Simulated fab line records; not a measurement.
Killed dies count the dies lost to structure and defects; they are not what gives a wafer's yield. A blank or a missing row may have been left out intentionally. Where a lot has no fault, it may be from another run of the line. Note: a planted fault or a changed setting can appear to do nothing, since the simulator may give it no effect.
fab line records	flow nandHarc
[record] lots = 24	wafers = 72	lastDay = 33
route steps=1302 shown A_CHANNEL_HOLE_D1@483 A_DECK1_JOINT@528 A_ONON_D2@565 A_CHANNEL_HOLE_D2@589 A_CHANNEL_FILL_D2@612
lots untouched by any fault: they come from a run of this same line in which no faults occurred
startH: start of the lot's first displayed wafer, in hours after the record's first day	waitH: hours from the lot's prior step to this one	" repeats the value in the row above	L1.1+2: a row that stands for several wafers	- value missing, or start not given	* or withheld: withheld	< > ~ a bound
route shown NAME@n: NAME is a module with steps in the file, n the number in the route of the first one	usual: mean and standard deviation over wafers with no fault	same: alike in all rows	chamber/n: place in a boat	sites: each site's reading	_std_site: the standard deviation of these	_edge_site: mean of outer sites minus mean of inner sites	radiusMm: how far each site lies from the wafer's centre	mask NAME#n: copy n	behind: tool/chamber where the wafer was last shaped	hold: why the lot went on hold/how many hours it stayed there/how the hold came to an end	device: the transistor (n, p or np) that didn't switch	end of line: the tests these same wafers got at the end of their route	a step without rows: its recipe alone	killed: dies that structure and defects cost at the first sort, which is not the same as the wafer's yield	map: the dies of a wafer, with x for killed, . for not killed, _ for no die there
set.NAME: the setting as run; set.NAME@STEP: as run at that earlier step	model.NAME: the simulator's own value behind a step, which no gauge read
the route's steps for a sample of lots (tables are steps, rows are wafers)
services: a tool's chamber out of use, with start hour (startH, from the record's first day; less than 0 if before it), hours out, and reason
[[steps]]
[step NHARC_A_CHANNEL_HOLE_D1_ETCH_44]
[recipe] targetDepthA = 1400	overetchA = 140	timeS = 77	ionEnergyEv = 100	cf4FlowSccm = 80	o2FlowSccm = 20	arFlowSccm = 0	rfW = 300	biasW = 100	chemistry = CF4/O2
[usual] cf4FlowSccm = 79.97/0.24	drypumpMotorCurrentA = 5.6/0.32	oesProductAu = 1.009/0.0094	rfVppV = 197.4/1.5	showerheadPlenumPTorr = 1.31/0.054	throttleValvePct = 13.397/0.0097
[same] timeS = 77
lot.wafer	tool	chamber	startH	waitH	cf4FlowSccm	drypumpMotorCurrentA	oesProductAu	rfHoursCounterH	rfVppV	showerheadPlenumPTorr	throttleValvePct
L074.1	rieDiel-02	3	189.04	0.1	79.68	5.7	1.011	43	199.9	1.30	13.398
L074.4	"	0	"	"	79.73	5.6	0.998	47	195.4	1.29	13.389
L074.2	"	1	"	"	79.61	6.1	0.999	48	199.5	1.43	13.398
L075.3	rieDiel-02	2	197.62	0.1	80.07	5.6	1.018	48	195.8	1.27	13.388
L075.1	"	3	"	"	79.99	5.7	1.013	44	196.9	1.30	13.383
L075.4	"	0	"	"	79.93	5.6	0.992	49	196.7	1.29	13.391
L076.2	rieDiel-07	1	211.12	0.1	79.96	5.3	1.012	7	197.7	1.33	13.406
L076.3	"	2	"	"	80.31	5.8	1.019	7	197.3	1.29	13.399
L076.4	"	0	"	"	79.74	5.0	1.011	7	200.0	1.40	13.397
L077.1	rieDiel-07	0	222.52	0.1	79.59	5.0	1.004	8	200.6	1.40	13.393
L077.5	"	0	"	"	79.51	5.1	1.013	-	200.1	1.40	13.398
L077.6	"	1	"	"	80.03	5.3	1.005	-	199.0	1.33	13.380
L078.4	rieDiel-07	0	224.63	0.1	80.46	5.0	1.009	8	199.6	1.40	13.412
L078.3	"	1	"	"	79.91	5.3	1.009	9	199.1	1.33	13.406
L078.2	"	2	"	"	79.76	5.8	1.001	8	194.5	1.29	13.417
L080.2	rieDiel-07	1	239.88	0.1	79.85	5.4	1.005	10	197.2	1.33	13.396
L080.1	"	0	"	"	80.09	5.1	1.013	9	199.2	1.40	13.393
L080.5	"	1	"	"	80.24	5.4	1.008	-	196.2	1.33	13.397
L079.3	rieDiel-07	3	240.32	0.4	79.74	5.8	1.021	9	196.7	1.25	13.390
L079.6	"	2	"	"	80.07	5.8	1.013	-	196.4	1.29	13.400
L079.5	"	3	"	"	79.61	5.8	1.023	-	195.0	1.25	13.396
L081.3	rieDiel-07	3	253.77	0.1	79.59	5.8	1.021	10	196.1	1.25	13.407
L081.4	"	0	"	"	79.84	5.0	1.015	10	198.7	1.40	13.397
L081.5	"	2	"	"	80.24	5.8	0.999	-	196.1	1.29	13.393
L082.2	rieDiel-07	3	269.59	0.1	80.07	5.8	1.023	11	196.9	1.25	13.395
L082.1	"	0	"	"	80.01	5.0	1.018	12	197.7	1.40	13.397
L082.6	"	0	"	"	79.65	5.1	1.015	-	200.5	1.40	13.390
L083.1	rieDiel-07	2	273.17	0.1	80.40	5.8	1.006	12	194.9	1.29	13.399
L083.4	"	3	"	"	79.75	5.8	1.013	-	195.7	1.25	13.406
L083.5	"	3	"	"	79.84	5.8	1.021	-	195.0	1.25	13.404
L084.2	rieDiel-07	3	284.87	0.1	79.95	5.8	1.018	13	195.5	1.25	13.383
L084.3	"	0	"	"	80.17	5.1	1.009	13	198.6	1.40	13.407
L084.6	"	3	"	"	80.05	5.8	1.006	-	195.2	1.25	13.397
L085.3	rieDiel-02	1	297.48	0.1	79.98	6.1	0.999	19	200.7	1.43	13.405
L085.1	"	3	"	"	79.59	5.6	1.023	17	196.7	1.30	13.395
L085.6	"	2	"	"	80.26	5.6	1.002	-	196.3	1.26	13.400
L086.2	rieDiel-07	1	305.49	0.1	79.79	5.3	0.999	0	197.5	1.33	13.408
L086.4	"	3	"	"	79.39	5.8	1.007	0	195.0	1.25	13.398
L086.3	"	0	"	"	79.76	5.1	1.004	0	198.7	1.40	13.391
L087.3	rieDiel-07	3	312.13	0.1	80.49	5.8	1.007	1	196.9	1.25	13.409
L087.2	"	0	"	"	79.71	5.0	1.005	1	200.2	1.40	13.408
L087.6	"	2	"	"	79.68	5.8	1.014	-	196.8	1.29	13.410
L088.4	rieDiel-07	1	332.98	0.1	80.11	5.3	1.005	2	197.2	1.33	13.397
L088.3	"	3	"	"	80.14	5.8	1.022	1	195.3	1.25	13.401
L088.6	"	1	"	"	80.32	5.3	1.003	-	199.7	1.33	13.390
L089.3	rieDiel-02	2	333.71	0.1	80.06	5.6	0.992	31	197.0	1.26	13.372
L089.5	"	3	"	"	79.97	5.7	1.009	-	196.5	1.29	13.394
L089.6	"	0	"	"	79.90	5.6	0.979	-	196.5	1.28	13.400
L090.1	rieDiel-13	0	352.57	0.0	79.98	5.4	1.014	0	199.3	1.31	13.382
L090.3	"	1	"	"	80.03	5.6	1.003	0	199.1	1.34	13.390
L090.2	"	3	"	"	80.26	6.5	1.003	0	197.8	1.36	13.405
L091.3	rieDiel-07	1	367.40	0.1	79.81	5.3	0.998	4	197.7	1.33	13.404
L091.2	"	3	"	"	79.82	5.8	1.027	4	196.0	1.25	13.391
L091.6	"	1	"	"	79.98	5.3	1.006	-	198.2	1.33	13.400
L092.4	rieDiel-07	2	370.87	0.4	79.94	5.8	1.010	5	196.4	1.29	13.397
L092.3	"	3	"	"	80.03	5.8	1.010	5	196.4	1.25	13.400
L092.5	"	1	"	"	79.91	5.3	1.001	-	198.5	1.33	13.393
L093.2	rieDiel-07	0	375.90	0.1	80.30	5.0	0.999	5	198.8	1.40	13.398
L093.3	"	2	"	"	79.85	5.8	1.013	5	195.8	1.29	13.372
L093.5	"	3	"	"	80.11	5.8	1.025	-	196.0	1.25	13.406
L094.1	rieDiel-07	3	390.91	0.1	80.71	5.8	1.030	7	195.4	1.25	13.390
L094.4	"	0	"	"	79.93	5.0	1.010	7	199.6	1.40	13.401
L094.3	"	1	"	"	80.08	5.3	1.001	7	196.3	1.33	13.382
L095.3	rieDiel-07	0	395.14	0.1	79.84	5.0	1.015	8	200.9	1.40	13.407
L095.5	"	2	"	"	80.01	5.8	1.022	-	195.9	1.29	13.408
L095.6	"	3	"	"	80.10	5.8	1.022	-	194.9	1.25	13.388
L096.3	rieDiel-13	2	407.23	0.1	79.93	6.2	1.009	20	197.9	1.28	13.415
L096.1	"	0	"	"	80.13	5.4	1.007	15	196.5	1.30	13.402
L096.5	"	1	"	"	79.75	5.6	1.015	-	198.5	1.33	13.406
L097.3	rieDiel-07	2	414.55	0.1	80.03	5.7	1.016	8	196.7	1.29	13.395
L097.2	"	3	"	"	80.25	5.8	1.021	8	196.0	1.25	13.394
L097.4	"	0	"	"	79.72	5.1	1.012	9	198.0	1.40	13.395
[step NHARC_A_DECK1_JOINT_THK_MEAS_14]
[recipe] thkMeasGauge = ellipsometry
[usual] thkNm = 51.6/1.8
lot.wafer	tool	chamber	startH	waitH	thkNm
L074.1	filmMetro-01	-	257.14	0.2	50.2
L074.2	"	-	"	"	53.8
L074.4	"	-	"	"	48.1
L075.1	filmMetro-02	-	257.14	0.2	49.7
L075.3	"	-	"	"	51.1
L075.4	"	-	"	"	51.8
L076.2	filmMetro-02	-	272.62	0.2	50.4
L076.3	"	-	"	"	49.7
L076.4	"	-	"	"	49.7
L077.1	filmMetro-01	-	282.74	0.2	49.9
L077.5	"	-	"	"	51.6
L077.6	"	-	"	"	50.8
L078.2	filmMetro-02	-	282.75	0.2	49.5
L078.3	"	-	"	"	55.2
L078.4	"	-	"	"	49.8
L080.1	filmMetro-01	-	300.92	0.2	51.3
L080.2	"	-	"	"	54.6
L080.5	"	-	"	"	50.0
L079.3	filmMetro-02	-	300.92	0.2	51.1
L079.5	"	-	"	"	52.9
L079.6	"	-	"	"	52.4
L081.3	filmMetro-01	-	315.32	0.2	50.5
L081.4	"	-	"	"	48.6
L081.5	"	-	"	"	50.9
L082.1	filmMetro-01	-	336.72	0.2	50.6
L082.2	"	-	"	"	53.8
L082.6	"	-	"	"	49.8
L083.1	filmMetro-02	-	336.87	0.2	51.8
L083.4	"	-	"	"	49.7
L083.5	"	-	"	"	52.2
L084.2	filmMetro-01	-	351.09	0.2	47.3
L084.3	"	-	"	"	53.4
L084.6	"	-	"	"	51.7
L085.1	filmMetro-02	-	358.01	0.2	52.8
L085.3	"	-	"	"	51.5
L085.6	"	-	"	"	53.0
L086.2	filmMetro-01	-	365.49	0.2	52.5
L086.3	"	-	"	"	51.4
L086.4	"	-	"	"	53.0
L087.2	filmMetro-01	-	372.52	0.2	52.6
L087.3	"	-	"	"	51.8
L087.6	"	-	"	"	48.7
L088.3	filmMetro-02	-	392.54	0.2	54.9
L088.4	"	-	"	"	54.9
L088.6	"	-	"	"	54.9
L089.3	filmMetro-01	-	392.54	0.2	54.3
L089.5	"	-	"	"	55.2
L089.6	"	-	"	"	52.3
L090.1	filmMetro-02	-	416.08	0.2	52.6
L090.2	"	-	"	"	49.2
L090.3	"	-	"	"	51.4
L091.2	filmMetro-02	-	427.35	0.2	52.1
L091.3	"	-	"	"	50.1
L091.6	"	-	"	"	52.3
L093.2	filmMetro-01	-	435.06	0.2	51.9
L093.3	"	-	"	"	52.6
L093.5	"	-	"	"	49.3
L092.3	filmMetro-02	-	435.07	0.2	51.5
L092.4	"	-	"	"	50.0
L092.5	"	-	"	"	50.3
L094.1	filmMetro-01	-	453.88	0.2	53.1
L094.3	"	-	"	"	51.9
L094.4	"	-	"	"	50.8
L095.3	filmMetro-02	-	456.97	0.2	49.7
L095.5	"	-	"	"	54.2
L095.6	"	-	"	"	48.8
L096.1	filmMetro-01	-	468.32	0.2	50.2
L096.3	"	-	"	"	50.7
L096.5	"	-	"	"	51.7
L097.2	filmMetro-02	-	477.76	0.2	52.4
L097.3	"	-	"	"	53.6
L097.4	"	-	"	"	50.9
[step NHARC_A_ONON_D2_THK_MEAS_30]
[recipe] thkMeasGauge = ellipsometry
[usual] thkNm = 1000/12
lot.wafer	tool	chamber	startH	waitH	thkNm
L075.1	filmMetro-02	-	291.59	-	997
L075.3	"	-	"	"	998
L075.4	"	-	"	"	997
L074.1	filmMetro-01	-	291.60	-	990
L074.2	"	-	"	"	989
L074.4	"	-	"	"	987
L076.2	filmMetro-01	-	310.11	-	990
L076.3	"	-	"	"	989
L076.4	"	-	"	"	989
L077.1	filmMetro-01	-	324.56	-	1011
L077.5	"	-	"	"	1011
L077.6	"	-	"	"	1012
L078.2	filmMetro-01	-	324.85	-	1001
L078.3	"	-	"	"	1000
L078.4	"	-	"	"	1001
L079.3	filmMetro-02	-	346.60	-	1019
L079.5	"	-	"	"	1020
L079.6	"	-	"	"	1019
L080.1	filmMetro-01	-	346.63	-	995
L080.2	"	-	"	"	997
L080.5	"	-	"	"	994
L081.3	filmMetro-02	-	358.92	-	994
L081.4	"	-	"	"	993
L081.5	"	-	"	"	993
L082.1	filmMetro-01	-	371.27	-	1010
L082.2	"	-	"	"	1011
L082.6	"	-	"	"	1013
L083.1	filmMetro-02	-	371.27	-	999
L083.4	"	-	"	"	1000
L083.5	"	-	"	"	1000
L084.2	filmMetro-01	-	389.02	-	998
L084.3	"	-	"	"	997
L084.6	"	-	"	"	997
L085.1	filmMetro-01	-	395.08	-	1000
L085.3	"	-	"	"	1000
L085.6	"	-	"	"	1000
L086.2	filmMetro-02	-	404.30	-	1014
L086.3	"	-	"	"	1018
L086.4	"	-	"	"	1017
L087.2	filmMetro-01	-	412.09	-	987
L087.3	"	-	"	"	986
L087.6	"	-	"	"	986
L089.3	filmMetro-02	-	427.77	-	1011
L089.5	"	-	"	"	1011
L089.6	"	-	"	"	1011
L088.3	filmMetro-01	-	427.79	-	1007
L088.4	"	-	"	"	1010
L088.6	"	-	"	"	1008
L090.1	filmMetro-02	-	455.24	-	1004
L090.2	"	-	"	"	1004
L090.3	"	-	"	"	1005
L091.2	filmMetro-02	-	464.90	-	970
L091.3	"	-	"	"	972
L091.6	"	-	"	"	971
L092.3	filmMetro-02	-	471.05	-	979
L092.4	"	-	"	"	979
L092.5	"	-	"	"	979
L093.2	filmMetro-01	-	471.09	-	989
L093.3	"	-	"	"	991
L093.5	"	-	"	"	991
L095.3	filmMetro-02	-	493.36	-	1009
L095.5	"	-	"	"	1008
L095.6	"	-	"	"	1009
L094.1	filmMetro-01	-	493.36	-	997
L094.3	"	-	"	"	997
L094.4	"	-	"	"	998
L096.1	filmMetro-01	-	508.35	-	1008
L096.3	"	-	"	"	1008
L096.5	"	-	"	"	1008
L097.2	filmMetro-01	-	521.39	-	1010
L097.3	"	-	"	"	1011
L097.4	"	-	"	"	1012
[step NHARC_A_CHANNEL_HOLE_D2_ETCH_16]
[recipe] targetDepthA = 31000	overEtchFrac = 0.3	timeS = 806	ionEnergyEv = 150	o2FlowSccm = 400	cosFlowSccm = 20	arFlowSccm = 0	rfW = 500	biasW = 300	chemistry = O2/COS
[usual] drypumpMotorCurrentA = 5.73/0.29	oesProductAu = 1.000/0.014	rfVppV = 313.6/1.7	showerheadPlenumPTorr = 3.08/0.11	throttleValvePct = 28.329/0.0085
[same] timeS = 806
lot.wafer	tool	chamber	startH	waitH	drypumpMotorCurrentA	oesProductAu	rfHoursCounterH	rfVppV	showerheadPlenumPTorr	throttleValvePct
L074.1	rieDiel-12	1	-	-	5.95	1.019	0.6	314.6	3.19	28.314
L074.2	"	2	"	"	5.63	0.979	0.6	312.9	2.96	28.329
L074.4	"	3	"	"	6.15	1.013	0.6	312.4	2.96	28.339
L075.1	rieDiel-08	2	-	-	5.84	1.015	6.8	314.3	3.18	28.320
L075.4	"	3	"	"	5.46	0.986	6.9	312.4	3.03	28.328
L075.3	"	1	"	"	5.38	1.026	5.2	314.2	3.01	28.334
L076.4	rieDiel-12	3	-	-	6.18	1.014	2.3	312.5	2.96	28.353
L076.3	"	0	"	"	5.90	1.000	2.6	312.3	3.00	28.331
L076.2	"	2	"	"	5.61	0.975	1.1	313.0	2.96	28.329
L077.1	rieDiel-08	1	-	-	5.35	1.014	6.3	313.7	3.01	28.314
L077.5	"	0	"	"	5.16	0.998	-	315.6	3.21	28.330
L077.6	"	1	"	"	5.35	1.022	-	312.3	3.01	28.332
L078.4	rieDiel-11	1	-	-	5.95	0.992	3.8	315.4	3.15	28.341
L078.3	"	3	"	"	5.45	1.017	3.5	313.3	2.99	28.318
L078.2	"	0	"	"	5.50	0.986	3.3	310.9	2.96	28.333
L080.2	rieDiel-11	3	-	-	5.49	1.007	4.3	312.0	2.99	28.326
L080.1	"	1	"	"	5.93	0.984	4.8	315.2	3.15	28.329
L080.5	"	3	"	"	5.48	1.007	-	312.3	2.99	28.322
L079.3	rieDiel-12	3	-	-	6.16	1.017	4.0	310.6	2.96	28.325
L079.6	"	0	"	"	5.93	0.991	-	312.9	3.00	28.323
L079.5	"	1	"	"	5.93	1.009	-	314.8	3.18	28.336
L081.3	rieDiel-11	0	-	-	5.49	0.984	4.6	311.3	2.96	28.321
L081.4	"	1	"	"	5.92	0.987	5.4	313.4	3.15	28.336
L081.5	"	2	"	"	6.00	0.989	-	315.7	3.25	28.337
L082.1	rieDiel-11	2	-	-	6.01	1.016	6.7	316.1	3.25	28.328
L082.2	"	3	"	"	5.52	1.010	6.0	310.7	2.99	28.339
L082.6	"	2	"	"	5.99	1.020	-	316.0	3.25	28.330
L083.1	rieDiel-12	1	-	-	5.94	1.007	6.4	316.2	3.18	28.342
L083.4	"	2	"	"	5.64	0.970	4.3	312.3	2.96	28.313
L083.5	"	1	"	"	5.93	1.007	-	314.6	3.18	28.340
L084.3	rieDiel-11	2	-	-	5.93	0.992	8.2	315.2	3.25	28.309
L084.2	"	0	"	"	5.51	0.991	6.2	311.4	2.96	28.321
L084.6	"	3	"	"	5.49	1.006	-	312.4	2.99	28.341
L085.1	rieDiel-11	1	-	-	5.95	0.991	7.6	314.8	3.15	28.339
L085.3	"	2	"	"	5.98	0.985	8.8	315.9	3.25	28.332
L085.6	"	1	"	"	5.94	0.985	-	314.5	3.15	28.316
L086.4	rieDiel-12	3	-	-	6.19	1.018	8.2	313.2	2.95	28.329
L086.2	"	0	"	"	5.95	1.004	8.8	312.6	3.00	28.315
L086.3	"	1	"	"	5.94	1.014	8.9	315.9	3.18	28.337
L087.3	rieDiel-08	3	-	-	5.42	1.027	1.6	312.5	3.03	28.332
L087.2	"	2	"	"	5.86	1.035	2.0	315.2	3.18	28.340
L087.6	"	0	"	"	5.12	1.012	-	315.8	3.21	28.328
L089.3	rieDiel-12	1	-	-	5.95	1.019	10.2	314.9	3.18	28.310
L089.6	"	3	"	"	6.18	1.019	-	312.4	2.95	28.322
L089.5	"	0	"	"	5.92	1.005	-	311.5	3.00	28.321
L088.4	rieDiel-08	2	-	-	5.82	1.020	2.7	316.3	3.17	28.323
L088.3	"	0	"	"	5.18	1.018	2.2	315.0	3.21	28.323
L088.6	"	2	"	"	5.86	1.012	-	313.4	3.17	28.341
L090.1	rieDiel-11	1	-	-	5.93	0.987	0.9	314.1	3.15	28.330
L090.2	"	3	"	"	5.49	1.013	0.9	311.9	2.99	28.339
L090.3	"	0	"	"	5.50	0.971	0.9	311.8	2.96	28.343
L091.3	rieDiel-11	0	-	-	5.50	0.968	1.6	312.8	2.96	28.340
L091.2	"	1	"	"	5.93	0.982	1.8	315.4	3.15	28.321
L091.6	"	3	"	"	5.55	1.002	-	311.6	2.99	28.312
L092.4	rieDiel-11	2	-	-	6.04	1.015	2.4	317.2	3.25	28.323
L092.3	"	3	"	"	5.53	1.015	2.4	312.8	2.99	28.332
L092.5	"	1	"	"	5.95	0.983	-	314.7	3.15	28.337
L093.2	rieDiel-08	0	-	-	5.15	1.003	5.5	315.6	3.21	28.323
L093.3	"	2	"	"	5.80	1.015	5.2	315.6	3.17	28.319
L093.5	"	0	"	"	5.17	0.997	-	315.4	3.21	28.310
L094.1	rieDiel-11	1	-	-	5.91	0.987	3.8	313.5	3.15	28.340
L094.4	"	2	"	"	6.03	0.995	3.8	316.6	3.25	28.322
L094.3	"	3	"	"	5.52	1.013	3.9	312.5	2.99	28.329
L095.3	rieDiel-08	2	-	-	5.86	1.020	7.0	315.8	3.17	28.321
L095.6	"	2	"	"	5.82	1.006	-	315.4	3.17	28.330
L095.5	"	3	"	"	5.46	1.009	-	314.3	3.03	28.333
L096.1	rieDiel-11	0	-	-	5.50	0.986	5.0	311.3	2.95	28.321
L096.3	"	2	"	"	6.00	1.002	5.1	315.4	3.25	28.321
L096.5	"	0	"	"	5.50	0.979	-	311.3	2.95	28.328
L097.2	rieDiel-12	0	-	-	5.94	0.999	6.0	311.3	3.00	28.314
L097.4	"	1	"	"	5.94	0.995	5.9	314.7	3.18	28.317
L097.3	"	3	"	"	6.19	0.998	6.4	309.7	2.95	28.336
[step NHARC_A_CHANNEL_HOLE_D2_ETCH_19]
[recipe] biasV = 1200	sourceW = 2500	pressureMtorr = 15	timeS = 34.5	arFlowSccm = 375	c4f8FlowSccm = 28.8	o2FlowSccm = 96.2	tempC = -20	targetDepthA = *	chemistry = C4F8/O2/Ar
[usual] drypumpMotorCurrentA = 5.8/0.35	showerheadPlenumPTorr = 3.75/0.13	throttleValvePct = 37.038/0.01
[same] timeS = 34.5
lot.wafer	tool	chamber	startH	waitH	drypumpMotorCurrentA	rfHoursCounterH	showerheadPlenumPTorr	throttleValvePct
L074.1	harEtch-02	1	296.21	0.1	5.4	352	3.60	37.052
L074.2	"	0	"	"	6.4	352	3.66	37.026
L074.4	"	1	"	"	5.4	-	3.60	37.032
L075.1	harEtch-01	0	296.61	0.3	5.8	160	3.74	37.016
L075.4	"	0	"	"	5.8	-	3.74	37.048
L075.3	"	1	"	"	5.7	-	3.74	37.053
L076.2	harEtch-01	1	319.48	0.1	5.6	172	3.73	37.050
L076.4	"	1	"	"	5.7	-	3.73	37.026
L076.3	"	0	"	"	5.8	-	3.73	37.043
L077.1	harEtch-01	0	332.42	3.1	5.8	180	3.73	37.047
L077.6	"	0	"	"	5.8	-	3.73	37.022
L077.5	"	1	"	"	5.6	-	3.73	37.052
L078.2	harEtch-02	0	333.14	3.0	6.4	374	3.65	37.043
L078.3	"	1	"	"	5.4	-	3.58	37.020
L078.4	"	0	"	"	6.4	-	3.65	37.047
L080.1	harEtch-01	1	352.17	0.1	5.7	191	3.72	37.049
L080.2	"	0	"	"	5.8	191	3.72	37.037
L080.5	"	1	"	"	5.7	-	3.72	37.049
L079.3	harEtch-02	1	354.04	1.8	5.4	-	3.58	37.046
L079.6	"	1	"	"	5.4	-	3.58	37.022
L079.5	"	0	"	"	6.4	-	3.64	37.052
L081.4	harEtch-02	0	366.87	2.4	6.4	-	3.64	37.042
L081.3	"	1	"	"	5.4	-	3.57	37.044
L081.5	"	1	"	"	5.4	-	3.57	37.048
L082.1	harEtch-01	1	375.76	0.1	5.7	206	3.71	37.035
L082.2	"	0	"	"	5.8	206	3.71	37.060
L082.6	"	0	"	"	5.8	-	3.71	37.040
L083.1	harEtch-02	0	376.44	0.1	6.4	401	3.63	37.058
L083.4	"	1	"	"	5.4	-	3.57	37.040
L083.5	"	0	"	"	6.4	-	3.63	37.037
L084.2	harEtch-01	1	398.33	2.2	5.7	222	3.70	37.038
L084.3	"	1	"	"	5.7	-	3.70	37.051
L084.6	"	0	"	"	5.8	-	3.70	37.050
L085.1	harEtch-02	1	401.46	1.8	5.4	4	3.98	37.046
L085.3	"	1	"	"	5.4	-	3.98	37.040
L085.6	"	1	"	"	5.4	-	3.98	37.026
L086.2	harEtch-01	1	411.24	0.1	5.6	233	3.70	37.025
L086.3	"	1	"	"	5.7	-	3.70	37.052
L086.4	"	0	"	"	5.7	-	3.70	37.024
L087.2	harEtch-01	1	416.62	0.1	5.7	237	3.69	37.026
L087.3	"	0	"	"	5.7	-	3.69	37.031
L087.6	"	0	"	"	5.8	-	3.69	37.043
L089.3	harEtch-02	0	435.28	0.1	6.4	-	3.97	37.045
L089.6	"	0	"	"	6.4	-	3.97	37.036
L089.5	"	1	"	"	5.4	-	3.97	37.041
L088.4	harEtch-01	0	435.43	0.1	5.8	-	3.69	37.035
L088.3	"	1	"	"	5.6	-	3.69	37.062
L088.6	"	0	"	"	5.8	-	3.69	37.034
L090.1	harEtch-01	0	463.57	0.1	5.8	260	3.68	37.039
L090.2	"	1	"	"	5.7	260	3.68	37.035
L090.3	"	1	"	"	5.7	-	3.68	37.053
L091.2	harEtch-02	1	470.23	0.1	5.4	42	3.96	37.047
L091.3	"	1	"	"	5.4	-	3.96	37.023
L091.6	"	0	"	"	6.4	-	3.96	37.039
L092.3	harEtch-02	0	478.62	3.0	6.4	-	3.96	37.035
L092.4	"	1	"	"	5.4	-	3.96	37.042
L092.5	"	1	"	"	5.4	-	3.96	37.043
L093.2	harEtch-01	0	478.83	2.5	5.8	271	3.67	37.036
L093.3	"	1	"	"	5.7	-	3.67	37.044
L093.5	"	1	"	"	5.7	-	3.67	37.037
L094.1	harEtch-01	0	499.58	0.1	5.8	279	3.67	37.034
L094.3	"	0	"	"	5.8	-	3.67	37.025
L094.4	"	1	"	"	5.7	-	3.67	37.040
L095.3	harEtch-02	1	500.57	0.1	5.4	-	3.95	37.045
L095.5	"	0	"	"	6.4	-	3.95	37.036
L095.6	"	1	"	"	5.4	-	3.95	37.037
L096.1	harEtch-01	1	513.12	0.1	5.7	290	3.66	37.035
L096.3	"	0	"	"	5.8	-	3.66	37.038
L096.5	"	0	"	"	5.8	-	3.66	37.016
L097.2	harEtch-02	0	530.31	1.1	6.4	80	3.94	37.039
L097.3	"	0	"	"	6.4	-	3.94	37.040
L097.4	"	1	"	"	5.4	-	3.94	37.048
[step NHARC_A_CHANNEL_FILL_D2_ALD_02]
[recipe] targetThkA = 60	pulseTimeS = 10	aldCycles = 60	tempC = 300	material = SiO2
[usual] heaterPowerW = 448/39	precursorPulseHeightRel = 1.000/0.019
lot.wafer	tool	chamber	startH	waitH	heaterPowerW	precursorPulseHeightRel
L074.4	aldHk-03	1	303.52	-	416	0.990
L074.2	"	2	"	"	412	1.014
L074.1	"	3	"	"	423	1.044
L075.1	aldHk-02	0	303.82	-	400	0.985
L075.3	"	1	"	"	463	0.981
L075.4	"	2	"	"	459	1.002
L076.2	aldHk-03	0	325.40	-	526	1.036
L076.4	"	1	"	"	422	1.003
L076.3	"	3	"	"	412	1.015
L077.1	aldHk-02	3	338.49	-	456	1.025
L077.6	"	1	"	"	461	1.010
L077.5	"	2	"	"	461	1.006
L078.2	aldHk-03	0	339.09	-	516	1.031
L078.3	"	1	"	"	412	0.985
L078.4	"	2	"	"	424	0.972
L080.2	aldHk-03	2	358.14	-	417	0.991
L080.1	"	0	"	"	532	0.967
L080.5	"	1	"	"	434	0.968
L079.3	aldHk-02	0	360.00	0.2	385	0.988
L079.5	"	3	"	"	490	1.006
L079.6	"	0	"	"	381	1.001
L081.3	aldHk-01	0	372.77	-	487	1.013
L081.4	"	1	"	"	515	0.989
L081.5	"	1	"	"	514	1.045
L082.1	aldHk-03	3	381.64	-	416	1.022
L082.2	"	1	"	"	422	0.997
L082.6	"	3	"	"	425	1.043
L083.4	aldHk-03	3	382.31	-	421	0.985
L083.1	"	0	"	"	523	1.006
L083.5	"	0	"	"	528	0.968
L084.3	aldHk-03	1	404.23	-	431	0.987
L084.2	"	3	"	"	425	1.001
L084.6	"	2	"	"	420	1.002
L085.3	aldHk-03	1	407.50	-	429	0.968
L085.1	"	2	"	"	414	1.028
L085.6	"	3	"	"	409	0.966
L086.4	aldHk-03	2	417.21	-	416	1.017
L086.2	"	3	"	"	415	1.000
L086.3	"	0	"	"	477	0.958
L087.2	aldHk-02	1	422.63	-	467	0.984
L087.3	"	3	"	"	484	0.997
L087.6	"	0	"	"	369	0.980
L089.3	aldHk-02	3	441.51	-	473	0.989
L089.5	"	1	"	"	473	1.039
L089.6	"	2	"	"	487	0.976
L088.4	aldHk-02	3	442.23	-	475	0.997
L088.3	"	1	"	"	465	1.006
L088.6	"	2	"	"	485	1.016
L090.3	aldHk-01	1	469.52	-	513	1.000
L090.1	"	2	"	"	396	0.995
L090.2	"	3	"	"	463	1.009
L091.3	aldHk-03	3	476.13	-	424	1.037
L091.2	"	1	"	"	421	1.002
L091.6	"	3	"	"	411	0.981
L092.3	aldHk-03	0	484.66	-	481	1.018
L092.4	"	2	"	"	405	1.003
L092.5	"	1	"	"	412	0.991
L093.3	aldHk-03	2	485.09	-	408	1.013
L093.2	"	1	"	"	429	1.011
L093.5	"	2	"	"	411	0.973
L094.4	aldHk-03	0	505.63	-	483	0.995
L094.3	"	1	"	"	432	1.000
L094.1	"	3	"	"	413	1.047
L095.3	aldHk-03	3	506.64	-	423	0.975
L095.5	"	0	"	"	481	0.988
L095.6	"	1	"	"	435	1.000
L096.3	aldHk-03	1	519.02	-	438	0.998
L096.1	"	2	"	"	416	0.976
L096.5	"	2	"	"	410	0.958
L097.2	aldHk-02	0	536.20	-	400	1.003
L097.3	"	2	"	"	463	0.996
L097.4	"	3	"	"	454	0.999
[[services]]
tool	chamber	startH	hours	kind
aldHk-02	-	170.05	10.0	pm
rieDiel-08	1	171.81	2.3	repair
harEtch-01	-	188.98	3.0	repair
aldHk-03	-	212.77	10.0	pm
rieDiel-12	1	243.10	13.9	repair
rieDiel-11	-	255.50	9.0	pm
rieDiel-07	1	265.50	10.0	repair
rieDiel-12	-	268.40	9.0	pm
aldHk-03	-	269.14	1.0	repair
rieDiel-07	-	294.41	9.0	pm
rieDiel-12	2	303.92	14.4	repair
aldHk-02	-	348.05	10.0	pm
harEtch-02	-	380.57	17.0	pm
aldHk-03	-	390.77	10.0	pm
rieDiel-11	-	432.50	9.0	pm
rieDiel-12	-	445.40	9.0	pm
rieDiel-07	-	471.41	9.0	pm
rieDiel-12	2	480.76	34.4	repair
rieDiel-11	-	490.77	1.1	repair
rieDiel-07	0	495.10	5.3	repair
rieDiel-11	1	508.93	6.7	repair
rieDiel-12	3	512.03	5.4	repair
rieDiel-07	-	514.60	0.6	repair
aldHk-02	-	526.05	10.0	pm
[[key]]
fault none
